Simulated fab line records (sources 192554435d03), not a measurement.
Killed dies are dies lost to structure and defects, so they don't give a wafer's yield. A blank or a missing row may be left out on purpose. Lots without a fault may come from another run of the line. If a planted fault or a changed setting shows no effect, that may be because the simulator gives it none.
The tool behind it: which one? | flow n5-finfet | Sampling: 24 lots, 72 wafers, 6 of 1938 route steps

WHAT EACH GAUGE READ, for each wafer
N5_BEOL_M7_CD_MEAS_11: target cd 38.5 nm. Usual: 38.7 nm for cd-nm, sd 0.6.
lot  | measured     | on        | cd-nm (nm)     | flag
L074 | day 9 06:17  | cd-sem-01 | 38.5 37.8 37.4 |
L076 | day 9 09:25  | cd-sem-02 | 38.6 39.0 38.6 |
L075 | day 9 18:34  | cd-sem-02 | 39.1 39.3 39.3 |
L077 | day 9 21:25  | cd-sem-01 | 37.5 38.3 37.2 |
L078 | day 10 01:02 | cd-sem-03 | 38.9 38.8 39.2 |
L079 | day 10 11:46 | cd-sem-01 | 37.6 39.0 39.4 |
L080 | day 10 14:38 | cd-sem-03 | 38.8 38.7 38.3 |
L081 | day 11 02:32 | cd-sem-03 | 39.0 38.0 38.7 |
L083 | day 11 06:29 | cd-sem-01 | 38.7 38.3 38.0 |
L082 | day 11 14:01 | cd-sem-02 | 38.1 37.8 38.3 |
L084 | day 11 14:11 | cd-sem-02 | 38.7 38.3 38.7 |
L085 | day 12 11:17 | cd-sem-02 | 38.4 38.5 38.7 |
L088 | day 12 11:45 | cd-sem-03 | 39.9 39.3 39.1 |
L086 | day 12 15:29 | cd-sem-03 | 38.7 39.1 38.9 |
L087 | day 12 18:01 | cd-sem-02 | 39.7 39.0 39.3 |
L091 | day 12 18:25 | cd-sem-01 | 39.3 38.9 39.2 |
L090 | day 12 21:44 | cd-sem-02 | 39.3 37.9 39.1 |
L089 | day 12 23:50 | cd-sem-01 | 38.5 38.6 38.6 |
L092 | day 13 18:20 | cd-sem-02 | 38.7 38.7 38.9 |
L093 | day 14 00:38 | cd-sem-02 | 38.2 37.3 38.6 |
L094 | day 14 01:19 | cd-sem-01 | 39.7 39.5 39.3 |
L095 | day 14 04:26 | cd-sem-02 | 38.8 39.6 39.1 |
L097 | day 14 21:20 | cd-sem-01 | 38.6 39.5 38.9 |
L096 | day 15 00:18 | cd-sem-03 | 39.2 39.1 39.1 |

N5_BEOL_M8_CD_MEAS_18: pitch 80 nm, target cd 40 nm. Usual: 40.3 nm for cd-nm, sd 0.59.
lot  | measured     | on        | cd-nm (nm)     | flag
L074 | day 9 14:31  | cd-sem-02 | 39.9 40.2 40.3 |
L076 | day 9 21:44  | cd-sem-02 | 39.8 40.1 40.9 |
L075 | day 10 02:39 | cd-sem-02 | 40.4 39.6 40.7 |
L077 | day 10 05:02 | cd-sem-01 | 41.0 41.3 40.7 |
L078 | day 10 09:34 | cd-sem-01 | 40.7 40.3 40.5 |
L079 | day 10 18:28 | cd-sem-01 | 40.4 39.8 39.9 |
L080 | day 10 23:01 | cd-sem-01 | 40.7 38.8 39.7 |
L081 | day 11 11:52 | cd-sem-03 | 39.4 40.5 39.8 |
L083 | day 11 15:17 | cd-sem-03 | 40.7 40.3 39.6 |
L082 | day 11 22:16 | cd-sem-03 | 40.5 40.4 39.5 |
L084 | day 12 01:25 | cd-sem-03 | 40.4 40.3 39.5 |
L085 | day 12 21:12 | cd-sem-03 | 39.2 39.9 40.7 |
L088 | day 12 21:01 | cd-sem-02 | 40.6 39.5 41.0 |
L086 | day 12 22:37 | cd-sem-03 | 40.8 40.3 41.2 |
L087 | day 13 00:51 | cd-sem-03 | 40.2 39.8 39.8 |
L091 | day 13 01:04 | cd-sem-03 | 41.1 40.6 40.5 |
L090 | day 13 05:55 | cd-sem-01 | 39.6 39.5 39.1 |
L089 | day 13 09:28 | cd-sem-02 | 40.2 40.1 39.4 |
L092 | day 14 04:30 | cd-sem-02 | 41.8 41.5 40.9 |
L093 | day 14 10:35 | cd-sem-02 | 40.5 40.6 40.7 |
L094 | day 14 08:34 | cd-sem-03 | 40.5 40.3 39.8 |
L095 | day 14 14:05 | cd-sem-02 | 39.9 40.0 39.0 |
L097 | day 15 06:40 | cd-sem-01 | 40.5 40.7 40.3 |
L096 | day 15 06:52 | cd-sem-03 | 39.7 39.1 39.6 |

TOOL THAT RAN EACH LOT (tool first, then ch and the chambers of the sampled wafers, then the start)
lot  | N5_BEOL_M7_HM_OPEN_17             | N5_BEOL_M7_ETCH_41                            | N5_BEOL_M7_PRE_CLEAN_45      | N5_BEOL_M8_ETCH_62
L074 | rie-metal-01 ch 0,1, day 9 06:38  | rie-diel-05 ch 0,1, day 9 10:01 or earlier    | pvd-sputter-02, day 9 10:01  | rie-diel-03 ch 2,3, day 9 14:03
L076 | rie-metal-02 ch 0, day 9 09:56    | rie-diel-05 ch 0,1,3, day 9 14:47 or earlier  | pvd-sputter-02, day 9 14:47  | rie-diel-06 ch 1,2,3, day 9 21:23
L075 | rie-metal-02 ch 0, day 9 18:58    | rie-diel-04 ch 0,1,3, day 9 21:57 or earlier  | pvd-sputter-03, day 9 21:57  | rie-diel-06 ch 1,2,3, day 10 02:17
L077 | rie-metal-02 ch 0,1, day 9 21:47  | rie-diel-01 ch 1,2,3, day 9 23:43 or earlier  | pvd-sputter-01, day 9 23:43  | rie-diel-02 ch 0,2,3, day 10 04:23
L078 | rie-metal-01 ch 1, day 10 01:51   | rie-diel-01 ch 1,2,3, day 10 04:23 or earlier | pvd-sputter-02, day 10 04:23 | rie-diel-06 ch 1,3, day 10 09:04
L079 | rie-metal-03 ch 0,1, day 10 12:25 | rie-diel-05 ch 0,2,3, day 10 14:28 or earlier | pvd-sputter-02, day 10 14:28 | rie-diel-03 ch 0,1,3, day 10 18:05
L080 | rie-metal-02 ch 1, day 10 15:07   | rie-diel-05 ch 0,1, day 10 17:57 or earlier   | pvd-sputter-01, day 10 17:57 | rie-diel-06 ch 0,3, day 10 22:38
L081 | rie-metal-03 ch 0,1, day 11 02:54 | rie-diel-04 ch 1,2, day 11 06:32 or earlier   | pvd-sputter-03, day 11 06:32 | rie-diel-06 ch 0,1, day 11 11:15
L083 | rie-metal-01 ch 0,1, day 11 06:52 | rie-diel-05 ch 0,2,3, day 11 10:10 or earlier | pvd-sputter-01, day 11 10:10 | rie-diel-02 ch 0,1, day 11 14:53
L082 | rie-metal-02 ch 0,1, day 11 14:29 | rie-diel-04 ch 0,1,3, day 11 18:26 or earlier | pvd-sputter-02, day 11 18:26 | rie-diel-03 ch 0,1,3, day 11 21:52
L084 | rie-metal-03 ch 0,1, day 11 14:35 | rie-diel-01 ch 0,1, day 11 18:31 or earlier   | pvd-sputter-02, day 11 18:31 | rie-diel-03 ch 0,1,3, day 12 01:00
L085 | rie-metal-03 ch 0,1, day 12 11:46 | rie-diel-01 ch 0,1,2, day 12 15:31 or earlier | pvd-sputter-01, day 12 15:31 | rie-diel-06 ch 0,1,3, day 12 20:50
L088 | rie-metal-03 ch 0,1, day 12 12:19 | rie-diel-04 ch 0,2,3, day 12 15:13 or earlier | pvd-sputter-02, day 12 15:13 | rie-diel-02 ch 1,2,3, day 12 20:37
L086 | rie-metal-02 ch 0,1, day 12 15:58 | rie-diel-05 ch 1,2, day 12 18:32 or earlier   | pvd-sputter-01, day 12 18:32 | rie-diel-06 ch 0,1,3, day 12 22:14
L087 | rie-metal-02 ch 0,1, day 12 18:25 | rie-diel-01 ch 2,3, day 12 20:17 or earlier   | pvd-sputter-02, day 12 20:17 | rie-diel-02 ch 2,3, day 13 00:29
L091 | rie-metal-02 ch 0,1, day 12 18:47 | rie-diel-05 ch 1,2, day 12 20:49 or earlier   | pvd-sputter-03, day 12 20:49 | rie-diel-06 ch 1,3, day 13 00:36
L090 | rie-metal-03 ch 0,1, day 12 22:08 | rie-diel-01 ch 0,1,3, day 13 00:06 or earlier | pvd-sputter-01, day 13 00:06 | rie-diel-03 ch 0,2,3, day 13 05:32
L089 | rie-metal-02 ch 0,1, day 13 00:12 | rie-diel-05 ch 1,2, day 13 04:59 or earlier   | pvd-sputter-01, day 13 04:59 | rie-diel-03 ch 0,2, day 13 09:06
L092 | rie-metal-03 ch 0, day 13 18:43   | rie-diel-04 ch 1,2,3, day 13 21:35 or earlier | pvd-sputter-03, day 13 21:35 | rie-diel-02 ch 1,2, day 14 04:04
L093 | rie-metal-01 ch 0,1, day 14 01:07 | rie-diel-01 ch 0,1,3, day 14 04:53 or earlier | pvd-sputter-03, day 14 04:53 | rie-diel-02 ch 0,2,3, day 14 10:13
L094 | rie-metal-01 ch 0,1, day 14 01:44 | rie-diel-01 ch 1,2,3, day 14 04:04 or earlier | pvd-sputter-02, day 14 04:04 | rie-diel-02 ch 2,3, day 14 08:12
L095 | rie-metal-01 ch 0,1, day 14 04:54 | rie-diel-01 ch 1,2,3, day 14 09:23 or earlier | pvd-sputter-02, day 14 09:23 | rie-diel-02 ch 0,2, day 14 13:33
L097 | rie-metal-03 ch 1, day 14 21:46   | rie-diel-04 ch 0,1, day 15 01:02 or earlier   | pvd-sputter-02, day 15 01:02 | rie-diel-06 ch 0,3, day 15 06:15
L096 | rie-metal-03 ch 0,1, day 15 00:40 | rie-diel-05 ch 0,2,3, day 15 02:27 or earlier | pvd-sputter-02, day 15 02:27 | rie-diel-02 ch 0,1, day 15 06:29
- N5_BEOL_M7_HM_OPEN_17: chemistry Cl2/BCl3, target TiN, target depth 20 nm, overetch 6 nm.
- N5_BEOL_M7_ETCH_41: etches SiCN in CH3F/O2, target depth 31.9 nm, time 57.8 s.
- N5_BEOL_M7_PRE_CLEAN_45: time 30 s.
- N5_BEOL_M8_ETCH_62: etches SOC in N2/H2, target depth 110 nm, overetch 22 nm, time 165 s.

AS READ BY THE TOOLS THEMSELVES (means over the sampled wafers that have a number; for cases with no such wafer, the mark the record gives instead)
N5_BEOL_M7_HM_OPEN_17. Usual: drypump-motor-current-A 5.8 A, standard deviation 0.31; oes-product-au 0.70 a.u., standard deviation 0.11; throttle-valve-pct 22.0 %, standard deviation 0.32.
lot  | tool         | drypump-motor-current-A (A) | oes-product-au (a.u.) | throttle-valve-pct (%) | flag
L074 | rie-metal-01 | 5.9                         | 0.71                  | 22.3                   |
L076 | rie-metal-02 | 5.9                         | 0.78                  | 21.4                   |
L075 | rie-metal-02 | 5.9                         | 0.76                  | 21.5                   |
L077 | rie-metal-02 | 5.8                         | 0.79                  | 21.6                   |
L078 | rie-metal-01 | 5.5                         | 0.78                  | 22.4                   |
L079 | rie-metal-03 | 5.6                         | 0.56                  | 22.2                   |
L080 | rie-metal-02 | 5.5                         | 0.83                  | 22.0                   |
L081 | rie-metal-03 | 5.6                         | 0.56                  | 22.1                   |
L083 | rie-metal-01 | 5.9                         | 0.78                  | 22.2                   |
L082 | rie-metal-02 | 5.8                         | 0.77                  | 21.7                   |
L084 | rie-metal-03 | 5.6                         | 0.56                  | 22.2                   |
L085 | rie-metal-03 | 5.6                         | 0.55                  | 22.2                   |
L088 | rie-metal-03 | 5.6                         | 0.55                  | 22.2                   |
L086 | rie-metal-02 | 5.6                         | 0.77                  | 21.8                   |
L087 | rie-metal-02 | 5.6                         | 0.78                  | 21.8                   |
L091 | rie-metal-02 | 5.8                         | 0.76                  | 21.7                   |
L090 | rie-metal-03 | 5.6                         | 0.55                  | 22.2                   |
L089 | rie-metal-02 | 5.8                         | 0.77                  | 21.7                   |
L092 | rie-metal-03 | 5.6                         | 0.54                  | 22.1                   |
L093 | rie-metal-01 | 5.9                         | 0.74                  | 22.3                   |
L094 | rie-metal-01 | 5.9                         | 0.74                  | 22.3                   |
L095 | rie-metal-01 | 6.2                         | 0.76                  | 22.1                   |
L097 | rie-metal-03 | 5.6                         | 0.87                  | 22.1                   |
L096 | rie-metal-03 | 5.6                         | 0.64                  | 22.1                   |

N5_BEOL_M7_ETCH_41. Usual: drypump-motor-current-A 5.8 A, standard deviation 0.41; oes-product-au 0.79 a.u., standard deviation 0.062; rf-vpp-V 297.5 V, standard deviation 1.8; showerhead-plenum-p-Torr 2.01 Torr, standard deviation 0.062; throttle-valve-pct 16.30 %, standard deviation 0.16.
lot  | tool        | drypump-motor-current-A (A) | oes-product-au (a.u.) | rf-vpp-V (V) | showerhead-plenum-p-Torr (Torr) | throttle-valve-pct (%) | flag
L074 | rie-diel-05 | 6.0                         | 0.88                  | 297.9        | 2.01                            | 16.26                  |
L076 | rie-diel-05 | 6.1                         | 0.81                  | 296.9        | 2.01                            | 16.32                  |
L075 | rie-diel-04 | 5.5                         | 0.84                  | 299.8        | 2.08                            | 16.22                  |
L077 | rie-diel-01 | 5.8                         | 0.79                  | 297.0        | 1.97                            | 16.28                  |
L078 | rie-diel-01 | 5.8                         | 0.79                  | 296.8        | 1.97                            | 16.27                  |
L079 | rie-diel-05 | 5.8                         | 0.80                  | 298.7        | 2.03                            | 16.33                  |
L080 | rie-diel-05 | 6.0                         | 0.85                  | 297.3        | 2.01                            | 16.27                  |
L081 | rie-diel-04 | 5.6                         | 0.87                  | 299.0        | 2.12                            | 16.08                  |
L083 | rie-diel-05 | 5.8                         | 0.78                  | 297.9        | 2.03                            | 16.35                  |
L082 | rie-diel-04 | 5.6                         | 0.82                  | 299.2        | 2.08                            | 16.23                  |
L084 | rie-diel-01 | 6.2                         | 0.78                  | 296.3        | 1.98                            | 16.15                  |
L085 | rie-diel-01 | 5.9                         | 0.76                  | 297.5        | 1.98                            | 16.30                  |
L088 | rie-diel-04 | 5.5                         | 0.83                  | 298.8        | 2.08                            | 16.15                  |
L086 | rie-diel-05 | 5.8                         | 0.76                  | 297.1        | 1.96                            | 16.49                  |
L087 | rie-diel-01 | 5.4                         | 0.76                  | 296.6        | 1.96                            | 16.45                  |
L091 | rie-diel-05 | 5.6                         | 0.76                  | 297.3        | 1.98                            | 16.51                  |
L090 | rie-diel-01 | 6.1                         | 0.73                  | 296.8        | 2.00                            | 16.26                  |
L089 | rie-diel-05 | 5.6                         | 0.76                  | 296.0        | 1.98                            | 16.51                  |
L092 | rie-diel-04 | 5.7                         | 0.85                  | 299.8        | 2.11                            | 16.15                  |
L093 | rie-diel-01 | 6.1                         | 0.75                  | 297.6        | 2.00                            | 16.28                  |
L094 | rie-diel-01 | 5.8                         | 0.76                  | 296.7        | 1.96                            | 16.34                  |
L095 | rie-diel-01 | 5.8                         | 0.75                  | 296.1        | 1.96                            | 16.35                  |
L097 | rie-diel-04 | 5.6                         | 0.77                  | 298.2        | 2.06                            | 16.35                  |
L096 | rie-diel-05 | 5.8                         | 0.85                  | 298.2        | 2.02                            | 16.24                  |

N5_BEOL_M7_PRE_CLEAN_45. Usual: 322 W for heater-power-w, sd 39.
lot  | tool           | heater-power-w (W) | flag
L074 | pvd-sputter-02 | 333                |
L076 | pvd-sputter-02 | 304                |
L075 | pvd-sputter-03 | 314                |
L077 | pvd-sputter-01 | 331                |
L078 | pvd-sputter-02 | 335                |
L079 | pvd-sputter-02 | 278                |
L080 | pvd-sputter-01 | 320                |
L081 | pvd-sputter-03 | 275                |
L083 | pvd-sputter-01 | 329                |
L082 | pvd-sputter-02 | 309                |
L084 | pvd-sputter-02 | 330                |
L085 | pvd-sputter-01 | 325                |
L088 | pvd-sputter-02 | 301                |
L086 | pvd-sputter-01 | 333                |
L087 | pvd-sputter-02 | 315                |
L091 | pvd-sputter-03 | 272                |
L090 | pvd-sputter-01 | 318                |
L089 | pvd-sputter-01 | 319                |
L092 | pvd-sputter-03 | 320                |
L093 | pvd-sputter-03 | 336                |
L094 | pvd-sputter-02 | 303                |
L095 | pvd-sputter-02 | 330                |
L097 | pvd-sputter-02 | 337                |
L096 | pvd-sputter-02 | 299                |

N5_BEOL_M8_ETCH_62. Usual: drypump-motor-current-A 5.63 A, standard deviation 0.3; oes-product-au 0.66 a.u., standard deviation 0.086; rf-vpp-V 523.8 V, standard deviation 2.6; showerhead-plenum-p-Torr 2.54 Torr, standard deviation 0.091; throttle-valve-pct 17.9 %, standard deviation 0.31.
lot  | tool        | drypump-motor-current-A (A) | oes-product-au (a.u.) | rf-vpp-V (V) | showerhead-plenum-p-Torr (Torr) | throttle-valve-pct (%) | flag
L074 | rie-diel-03 | 5.99                        | 0.68                  | 526.4        | 2.63                            | 17.8                   |
L076 | rie-diel-06 | 5.65                        | 0.68                  | 524.2        | 2.55                            | 17.8                   |
L075 | rie-diel-06 | 5.65                        | 0.68                  | 524.9        | 2.55                            | 17.8                   |
L077 | rie-diel-02 | 5.54                        | 0.60                  | 523.7        | 2.50                            | 17.9                   |
L078 | rie-diel-06 | 5.35                        | 0.62                  | 522.7        | 2.49                            | 18.0                   |
L079 | rie-diel-03 | 5.59                        | 0.64                  | 524.6        | 2.59                            | 17.9                   |
L080 | rie-diel-06 | 5.43                        | 0.61                  | 521.6        | 2.49                            | 17.7                   |
L081 | rie-diel-06 | 5.70                        | 0.61                  | 525.4        | 2.60                            | 18.1                   |
L083 | rie-diel-02 | 5.80                        | 0.59                  | 524.8        | 2.57                            | 18.1                   |
L082 | rie-diel-03 | 5.58                        | 0.64                  | 525.7        | 2.58                            | 17.9                   |
L084 | rie-diel-03 | 5.60                        | 0.64                  | 524.6        | 2.58                            | 17.9                   |
L085 | rie-diel-06 | 5.49                        | 0.60                  | 522.6        | 2.52                            | 18.0                   |
L088 | rie-diel-02 | 5.63                        | 0.68                  | 523.8        | 2.53                            | 18.0                   |
L086 | rie-diel-06 | 5.50                        | 0.60                  | 523.1        | 2.52                            | 18.0                   |
L087 | rie-diel-02 | 5.51                        | 0.67                  | 522.9        | 2.49                            | 18.0                   |
L091 | rie-diel-06 | 5.36                        | 0.60                  | 520.8        | 2.48                            | 18.1                   |
L090 | rie-diel-03 | 5.86                        | 0.71                  | 523.6        | 2.54                            | 17.8                   |
L089 | rie-diel-03 | 5.96                        | 0.74                  | 522.3        | 2.48                            | 17.7                   |
L092 | rie-diel-02 | 5.55                        | 0.71                  | 523.2        | 2.53                            | 17.7                   |
L093 | rie-diel-02 | 5.55                        | 0.73                  | 523.1        | 2.49                            | 17.7                   |
L094 | rie-diel-02 | 5.52                        | 0.66                  | 522.7        | 2.49                            | 18.0                   |
L095 | rie-diel-02 | 5.53                        | 0.79                  | 521.9        | 2.49                            | 17.4                   |
L097 | rie-diel-06 | 5.43                        | 0.59                  | 521.7        | 2.47                            | 17.8                   |
L096 | rie-diel-02 | 5.81                        | 0.80                  | 525.7        | 2.56                            | 17.7                   |

THE ANSWER, worked out from the rows above alone
Rule: lot off if the mean of its wafers having a number is beyond 3 standard deviations from the usual mean. Also off: a lot with no number at a reading for which 4 or more lots have one. Where the step has rows for the other lots, those lots are counted as sound. Order of review: gauges by route order, followed by the tools' own readings, for which a lot's mean as printed above is used. The first step at which some lot is off is used, and at that step the reading that is off furthest; a lot without a number counts as furthest.
No lot is off at any reading shown: from this, nothing can be told.

WHAT THE SIMULATOR PUT IN
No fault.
